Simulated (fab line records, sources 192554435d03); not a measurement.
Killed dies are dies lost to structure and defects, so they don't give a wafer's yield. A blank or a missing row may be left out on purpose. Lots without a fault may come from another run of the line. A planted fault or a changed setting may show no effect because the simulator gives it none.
Which tool did it? | flow n5_finfet | 9 lots, 25 wafers sampled, at 5 steps of a route of 1938

WHAT THE GAUGES READ, wafer by wafer
N5_BEOL_M0_SAQP_CD_MEAS_40: target cd 30 nm. Usual: cd_nm 29.96 nm, standard deviation 0.26.
lot  | measured     | on        | cd_nm (nm)        | flag
L981 | day 6 10:21  | cd_sem-03 | 30.39 29.62 29.90 |
L982 | day 6 14:47  | cd_sem-03 | 30.18 30.01 29.75 |
L984 | day 7 05:01  | cd_sem-03 | 29.68 29.84 29.49 |
L987 | day 7 17:49  | cd_sem-03 | 30.04 29.73 30.21 |
L989 | day 8 12:58  | cd_sem-02 | 29.74 30.06 30.04 |
L995 | day 11 09:21 | cd_sem-01 | 30.26 30.30       |
L999 | day 11 12:10 | cd_sem-02 | 30.00 29.75 29.52 |
L996 | day 11 13:21 | cd_sem-02 | 30.22 29.90 29.97 |
L101 | day 12 01:30 | cd_sem-02 | 30.24 30.50       |

N5_BEOL_M4_RC_MEAS_101. Usual: DIBL_N 37.2 mV/V, standard deviation 2.1; DIBL_P 37.3 mV/V, standard deviation 2.3; IOFF_N 0.18 nA/um, standard deviation 0.041; IOFF_P 0.24 nA/um, standard deviation 0.042; ION_N 680 uA/um, standard deviation 13; ION_P 466 uA/um, standard deviation 7.7; SS_N 71.8 mV/dec, standard deviation 0.68; SS_P 73.5 mV/dec, standard deviation 0.66; VT_N 249 mV, standard deviation 3.6; VT_P -248 mV, standard deviation 3.4.
lot  | measured     | on        | DIBL_N (mV/V)  | DIBL_P (mV/V)  | IOFF_N (nA/um) | IOFF_P (nA/um) | ION_N (uA/um) | ION_P (uA/um) | SS_N (mV/dec)  | SS_P (mV/dec)  | VT_N (mV)   | VT_P (mV)      | flag
L981 | day 9 01:14  | prober-01 | 39.2 38.1 39.9 | 39.5 37.7 41.7 | 0.23 0.19 0.27 | 0.27 0.23 0.32 | 705 689 712   | 473 468 482   | 71.8 72.9 72.1 | 74.0 73.8 74.1 | 243 248 242 | -247 -252 -243 |
L982 | day 9 10:15  | prober-02 | 37.4 38.0 35.2 | 34.9 36.7 31.8 | 0.14 0.16 0.11 | 0.19 0.21 0.15 | 667 666 652   | 458 458 450   | 71.9 71.9 70.9 | 73.1 73.1 71.9 | 251 249 257 | -251 -251 -256 |
L984 | day 9 18:03  | prober-02 | 34.4 35.4 35.9 | 33.7 35.4 35.8 | 0.13 0.14 0.15 | 0.19 0.21 0.22 | 676 668 673   | 468 460 464   | 71.2 71.7 71.1 | 73.0 72.4 73.9 | 254 252 248 | -252 -248 -246 |
L987 | day 10 12:20 | prober-02 | 35.3 33.3 36.0 | 36.0 34.3 36.6 | 0.16 0.13 0.18 | 0.26 0.22 0.28 | 686 670 686   | 475 473 477   | 72.0 70.9 71.9 | 73.8 73.4 73.5 | 249 250 249 | -244 -246 -240 |
L989 | day 10 13:31 | prober-01 | 42.0 39.3 40.1 | 39.8 37.0 38.6 | 0.26 0.19 0.23 | 0.28 0.23 0.26 | 686 676 709   | 462 457 480   | 72.7 72.1 72.5 | 74.2 74.4 74.3 | 242 249 243 | -247 -248 -243 |
L995 | day 13 17:26 | prober-01 | 39.4 39.5      | 40.3 40.7      | 0.22 0.21      | 0.30 0.31      | 684 675       | 479 470       | 73.5 72.4      | 74.3 74.2      | 247 250     | -246 -244      |
L999 | day 14 21:18 | prober-02 | 35.5 36.6 38.1 | 36.1 37.3 39.4 | 0.15 0.17 0.23 | 0.19 0.22 0.26 | 678 667 704   | 459 457 473   | 71.7 71.9 72.0 | 73.9 74.1 74.4 | 251 248 242 | -252 -249 -248 |
L996 | day 14 04:46 | prober-01 | 36.4 36.9 35.1 | 38.7 39.7 37.1 | 0.18 0.18 0.15 | 0.25 0.26 0.23 | 686 690 674   | 472 480 469   | 72.6 72.1 72.0 | 73.6 73.6 73.0 | 246 247 250 | -246 -245 -249 |
L101 | day 15 00:02 | prober-02 | 37.5 38.1      | 36.9 37.8      | 0.18 0.20      | 0.25 0.27      | 675 677       | 466 463       | 72.0 72.2      | 73.6 74.2      | 251 248     | -249 -245      |

WHICH TOOL RAN EACH LOT (tool, then ch and the chambers of the sampled wafers, then the start)
lot  | N5_BEOL_M0_SAQP_HM_DEP_111      | N5_BEOL_M0_SAQP_ETCH_107           | N5_BEOL_M0_SAQP_MANDREL2_REMOVE_110
L981 | pecvd-04 ch 1,2, day 6 06:08    | rie_diel-02 ch 0,2,3, day 6 08:53  | rie_si-03 ch 1,2, day 6 09:49
L982 | pecvd-04 ch 0,1,2, day 6 09:31  | rie_diel-03 ch 0,2,3, day 6 13:20  | rie_si-03 ch 0,1,3, day 6 14:13
L984 | pecvd-04 ch 0,1,2, day 7 00:10  | rie_diel-02 ch 2,3, day 7 03:42    | rie_si-02 ch 0,1,2, day 7 04:35
L987 | pecvd-01 ch 0,1, day 7 12:47    | rie_diel-02 ch 0,3, day 7 16:31    | rie_si-03 ch 0,2,3, day 7 17:24
L989 | pecvd-01 ch 0,1,2, day 8 08:01  | rie_diel-02 ch 0,1,2, day 8 11:28  | rie_si-02 ch 0,1,3, day 8 12:32
L995 | pecvd-02 ch 1,2, day 11 03:33   | rie_diel-02 ch 0,1, day 11 08:01   | rie_si-03 ch 0,3, day 11 08:56
L999 | pecvd-01 ch 0,2, day 11 07:11   | rie_diel-03 ch 0,2,3, day 11 10:46 | rie_si-02 ch 1,2,3, day 11 11:45
L996 | pecvd-04 ch 0,1,2, day 11 08:43 | rie_diel-02 ch 0,1,3, day 11 11:37 | rie_si-02 ch 1,2,3, day 11 12:49
L101 | pecvd-02 ch 0,1, day 11 17:43   | rie_diel-01 ch 0,1, day 12 00:04   | rie_si-02 ch 0,2, day 12 00:57
- N5_BEOL_M0_SAQP_HM_DEP_111: deposits SiO2 from SiH4/N2O, target thk 12 nm, time 7.2 s.
- N5_BEOL_M0_SAQP_ETCH_107: etches SiNx in CH3F/O2, target depth 30 nm.
- N5_BEOL_M0_SAQP_MANDREL2_REMOVE_110: chemistry HBr/Cl2/O2, target a-Si, stops on SiCN, bt time 10 s.

WHAT THE TOOLS THEMSELVES READ (means of the sampled wafers that have a number; where no wafer has one, the mark that the record gives instead)
N5_BEOL_M0_SAQP_HM_DEP_111. Usual: chamber_pressure_Torr 0.7499 Torr, standard deviation 0.0016; heater_power_w 814 W, standard deviation 110; rf_fwd_power_W 273.0 W, standard deviation 0.91; showerhead_plenum_p_Torr 8.17 Torr, standard deviation 0.15.
lot  | tool     | chamber_pressure_Torr (Torr) | heater_power_w (W) | rf_fwd_power_W (W) | showerhead_plenum_p_Torr (Torr) | flag
L981 | pecvd-04 | 0.7493                       | 865                | 274.3              | 8.26                            |
L982 | pecvd-04 | 0.7493                       | 867                | 273.4              | 8.15                            |
L984 | pecvd-04 | 0.7523                       | 925                | 273.1              | 8.13                            |
L987 | pecvd-01 | 0.7504                       | 840                | 272.8              | 8.18                            |
L989 | pecvd-01 | 0.7508                       | 790                | 272.1              | 8.17                            |
L995 | pecvd-02 | 0.7479                       | 801                | 272.8              | 8.20                            |
L999 | pecvd-01 | 0.7500                       | 753                | 272.6              | 8.18                            |
L996 | pecvd-04 | 0.7496                       | 831                | 273.0              | 8.15                            |
L101 | pecvd-02 | 0.7516                       | 776                | 273.0              | 8.22                            |

N5_BEOL_M0_SAQP_ETCH_107. Usual: O2_flow_sccm 19.99 sccm, standard deviation 0.061; drypump_motor_current_A 5.9 A, standard deviation 0.52; oes_f_703_au 0.81 a.u., standard deviation 0.098; oes_product_au 0.80 a.u., standard deviation 0.097; rf_fwd_power_W 391.3 W, standard deviation 1.7; rf_vpp_V 295 V, standard deviation 4.3; showerhead_plenum_p_Torr 2.00 Torr, standard deviation 0.059; throttle_valve_pct 16.30 %, standard deviation 0.3.
lot  | tool        | O2_flow_sccm (sccm) | drypump_motor_current_A (A) | oes_f_703_au (a.u.) | oes_product_au (a.u.) | rf_fwd_power_W (W) | rf_vpp_V (V) | showerhead_plenum_p_Torr (Torr) | throttle_valve_pct (%) | flag
L981 | rie_diel-02 | 20.02               | 6.1                         | 0.80                | 0.78                  | 389.7              | 297          | 1.95                            | 16.45                  |
L982 | rie_diel-03 | 20.03               | 5.7                         | 0.85                | 0.84                  | 392.3              | 294          | 2.03                            | 16.13                  |
L984 | rie_diel-02 | 20.01               | 6.3                         | 0.68                | 0.68                  | 391.0              | 297          | 1.94                            | 16.68                  |
L987 | rie_diel-02 | 19.98               | 5.8                         | 1.14                | 0.91                  | 486.0              | 267          | 1.94                            | 16.28                  | OFF
L989 | rie_diel-02 | 20.02               | 5.7                         | 1.15                | 0.92                  | 484.6              | 264          | 1.95                            | 16.44                  | OFF
L995 | rie_diel-02 | 20.02               | 5.4                         | 0.80                | 0.80                  | 389.9              | 290          | 1.94                            | 16.52                  |
L999 | rie_diel-03 | 19.98               | 5.7                         | 0.80                | 0.78                  | 393.2              | 294          | 2.01                            | 16.21                  |
L996 | rie_diel-02 | 19.94               | 5.7                         | 0.76                | 0.75                  | 390.3              | 293          | 1.92                            | 16.54                  |
L101 | rie_diel-01 | 19.93               | 6.1                         | 0.84                | 0.82                  | 391.4              | 290          | 2.05                            | 15.96                  |

N5_BEOL_M0_SAQP_MANDREL2_REMOVE_110. Usual: O2_flow_sccm 5.002 sccm, standard deviation 0.015; drypump_motor_current_A 5.8 A, standard deviation 0.51; oes_product_au 0.996 a.u., standard deviation 0.013; rf_fwd_power_W 596.5 W, standard deviation 2.1; throttle_valve_pct 36.72 %, standard deviation 0.27.
lot  | tool      | O2_flow_sccm (sccm) | drypump_motor_current_A (A) | oes_product_au (a.u.) | rf_fwd_power_W (W) | throttle_valve_pct (%) | flag
L981 | rie_si-03 | 5.019               | 5.5                         | 0.990                 | 594.4              | 36.52                  |
L982 | rie_si-03 | 5.015               | 6.0                         | 0.990                 | 595.5              | 36.75                  |
L984 | rie_si-02 | 5.026               | 5.8                         | 1.004                 | 597.7              | 36.96                  |
L987 | rie_si-03 | 5.010               | 6.3                         | 0.993                 | 598.0              | 36.79                  |
L989 | rie_si-02 | 5.003               | 5.6                         | 1.006                 | 597.7              | 36.91                  |
L995 | rie_si-03 | 4.991               | 6.3                         | 0.978                 | 596.5              | 36.94                  |
L999 | rie_si-02 | 5.011               | 5.8                         | 0.994                 | 597.5              | 36.94                  |
L996 | rie_si-02 | 4.982               | 5.8                         | 0.995                 | 598.3              | 36.96                  |
L101 | rie_si-02 | 4.993               | 6.1                         | 0.996                 | 598.1              | 36.79                  |

THE ANSWER, worked out from the rows above alone
Rule: a lot is off if the mean of its wafers that have a number lies more than 3 standard deviations from the usual mean. A lot without any number at a reading at which 4 lots or more have one is off too. The other lots that the step has rows for count as sound. The gauges are gone through in route order, then the tools' own readings, and for those a lot's mean is taken as printed above. The first step at which some lot is off is used, and at that step the reading that is off furthest; a lot without a number counts as furthest.
Off: L987, L989, at N5_BEOL_M0_SAQP_ETCH_107 (rf_fwd_power_W).
A tool fits if, at that step or a process step before it, it ran every lot that is off, and no sound lot after the first of them. None of those tried fits.

WHAT THE SIMULATOR HAD PUT IN
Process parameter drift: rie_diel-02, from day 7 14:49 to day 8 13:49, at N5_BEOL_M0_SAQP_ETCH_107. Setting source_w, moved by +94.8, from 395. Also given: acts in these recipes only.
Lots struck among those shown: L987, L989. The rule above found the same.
